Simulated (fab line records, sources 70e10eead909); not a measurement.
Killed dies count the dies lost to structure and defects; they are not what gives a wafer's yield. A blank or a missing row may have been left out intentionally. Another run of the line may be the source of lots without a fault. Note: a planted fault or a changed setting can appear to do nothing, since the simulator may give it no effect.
Matching of chambers | flow nand-harc | ald-hk-01 running NHARC_A_STAIRCASE_ALD_415: 4 sister chambers
The step deposits SiO2, target thk 30 nm, pulse time 6 s, ald cycles 300. 8 wafers are shown with their chamber, then 11 later ones without.

WAFERS, EACH WITH ITS CHAMBER
wafer  | chamber | heater-power-w (W) | precursor-pulse-height-rel
L082.2 | 2       | 403                | 0.970
L083.5 | 2       | 390                | 1.009
L086.2 | 1       | 556                | 0.993
L086.5 | 3       | 476                | 0.965
L088.1 | 3       | 472                | 0.990
L088.3 | 0       | 353                | 0.986
L088.6 | 0       | 350                | 1.016
L087.2 | 1       | 542                | 0.973

WAFERS WHOSE CHAMBER IS MISSING
wafer  | heater-power-w (W) | precursor-pulse-height-rel
L087.4 | 477                | 0.970
L087.5 | 393                | 1.023
L092.3 | 544                | 0.986
L092.5 | 386                | 1.035
L092.6 | 478                | 1.006
L097.1 | 402                | 1.010
L097.2 | 552                | 1.009
L097.6 | 480                | 0.986
L096.2 | 392                | 1.019
L096.4 | 561                | 0.992
L096.5 | 478                | 1.000

THE CHAMBER EACH PASSED THROUGH
wafer  | from the rows above | in truth
L087.4 | 3                   | 3
L087.5 | 2                   | 2
L092.3 | 1                   | 1
L092.5 | 2                   | 2
L092.6 | 3                   | 3
L097.1 | 2                   | 2
L097.2 | 1                   | 1
L097.6 | 3                   | 3
L096.2 | 2                   | 2
L096.4 | 1                   | 1
L096.5 | 3                   | 3
11 of 11 placed correctly. Can't be placed from these rows: 0. Wrongly placed: 0.
How it was worked out, from the rows above alone: a wafer's distance from a chamber is the root of the sum, over the readings, of the square of ((its reading less the chamber's mean) divided by the reading's scatter). The wafer belongs to the nearest chamber; if the next one is less than 2 further off, it can't be placed. The mean given for a chamber averages the wafers shown for that chamber. The scatter: the root of (the sum of the squares of (reading less its chamber's mean) over the shown wafers, divided by (wafers less chambers)).
